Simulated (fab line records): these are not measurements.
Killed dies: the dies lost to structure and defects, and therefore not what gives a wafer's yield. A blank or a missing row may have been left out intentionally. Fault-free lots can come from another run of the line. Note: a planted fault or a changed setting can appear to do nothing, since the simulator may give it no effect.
What tool caused it? + flow nand harc + 18 wafers sampled from 6 lots at 1 step of a route of 1302

## WHAT THE GAUGES READ, wafer by wafer
NHARC_P_M0_INSPECT_27.
| lot  | measured     | on                | raw defect count |
|------|--------------|-------------------|------------------|
| L521 | day 6 20:47  | defect inspect-02 | 323 338 283      |
| L524 | day 7 21:01  | defect inspect-02 | 232 251 212      |
| L527 | day 9 06:35  | defect inspect-01 | 273 203 334      |
| L529 | day 9 21:00  | defect inspect-02 | 210 291 231      |
| L533 | day 11 12:13 | defect inspect-01 | 213 172 355      |
| L534 | day 12 12:17 | defect inspect-01 | 140 166 184      |

## WHICH TOOL RAN EACH LOT (tool, then ch and the chambers of the sampled wafers, then the start)
No process step before these readings appears in the record.

## THE ANSWER, worked out from the rows above alone
Rule: the lots themselves supply what counts as usual. Put in order of their means at a reading, lots are off if they are a third of the lots or fewer, leave a main group of 4 or more, and stand apart from it by a gap of 3 or more times the standard deviation of the main group's means; of several such gaps the widest counts. Not used: any main group whose means are identical at the precision the tables above print for the reading. Also off: a lot with no number at a reading for which 4 or more lots have one. The other lots that the step has rows for count as sound.
No lot is off on any of the readings shown, so nothing can be concluded from this.

## WHAT THE SIMULATOR PUT IN
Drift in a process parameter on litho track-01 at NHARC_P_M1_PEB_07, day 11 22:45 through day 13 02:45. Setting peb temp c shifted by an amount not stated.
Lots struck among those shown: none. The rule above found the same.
